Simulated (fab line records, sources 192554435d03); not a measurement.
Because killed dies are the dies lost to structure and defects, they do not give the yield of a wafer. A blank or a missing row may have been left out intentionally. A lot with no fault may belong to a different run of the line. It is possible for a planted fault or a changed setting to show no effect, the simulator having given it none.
Problem report in the 8D (eight disciplines) form, filled by code	flow n5Finfet	the parts of the form that need people (team, actions taken, sign-off) are left out

1. PROBLEM STATEMENT
Mean of spinSpeedRpm at N5_BEOL_M3_COAT_22: 1608.9 rpm across 6 wafers in 2 lots; on wafers with no fault it is 1499.9 rpm (standard deviation 0.93). That is +99 or more standard deviations from the usual mean.
The step: resist thk 30 nm.
First observed at day 10 06:28: wafer L577.4, on lithoTrack-05. The record has a number at this step for 12 wafers belonging to 4 lots. By rule, "out" or "out of limits" means more than 4 standard deviations away from the usual mean. The rest of the wafers with a number are treated as sound.

2. WHAT IT IS; WHAT IT IS NOT
question	is	is not
which readings at this step	spinSpeedRpm	-
which lots	L577, L578	L573, L590
which wafers of those lots	all that have a number	-
read on which tools	lithoTrack-05	lithoTrack-04
when	from day 10 06:28	up to then (3 sound wafers); but 3 sound wafers of L590 came after

3. THE SUSPECTS, EACH WITH WHAT RULES IT OUT
Counting: any tool at a process step up to the reading is kept as a suspect provided that every lot that is out went through it and no sound lot did after the first of them.
- lithoTrack-05 at N5_BEOL_M3_COAT_22 (resist thk 30 nm): kept. It processed each lot that is out, first L577 at day 10 06:28, and no sound lot thereafter; up to then, the last sound lot it processed was L573 at day 8 19:28. On those wafers its own readings are out: spinSpeedRpm.
Left after counting: lithoTrack-05 at N5_BEOL_M3_COAT_22.

4. THE CAUSE (what the simulator had put in)
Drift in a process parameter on lithoTrack-05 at N5_BEOL_M3_COAT_22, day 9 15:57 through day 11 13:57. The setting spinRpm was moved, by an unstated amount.
This tool alone remained once counting was done.

5. THE CHAIN OF EFFECTS, in route order
One row per reading whose mean, taken over the struck wafers that have a number, lies over 3 standard deviations from the usual. Only readings for which the record gives a usual standard deviation are gone through. hours: the time from each lot's start at the first step in this table that gives one to its start at this step, as a median over the lots. sigmas: the change in usual standard deviations.
hours	step	reading	usual	on struck wafers	change	sigmas
0	N5_BEOL_M3_COAT_22	spinSpeedRpm	1499.9 rpm	1608.9	+109.0	+99 or more
The process steps in it:
- N5_BEOL_M3_COAT_22: resist thk 30 nm.
At these later measuring or inspecting steps, every struck wafer for which the step has a row has a number for every such reading, and none has moved that far: N5_BEOL_M4_RC_MEAS_101.

6. WHAT WOULD HAVE CAUGHT IT SOONER
In this record the first reading out of limits was taken at day 10 06:28, 15 hours after the fault began at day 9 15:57.
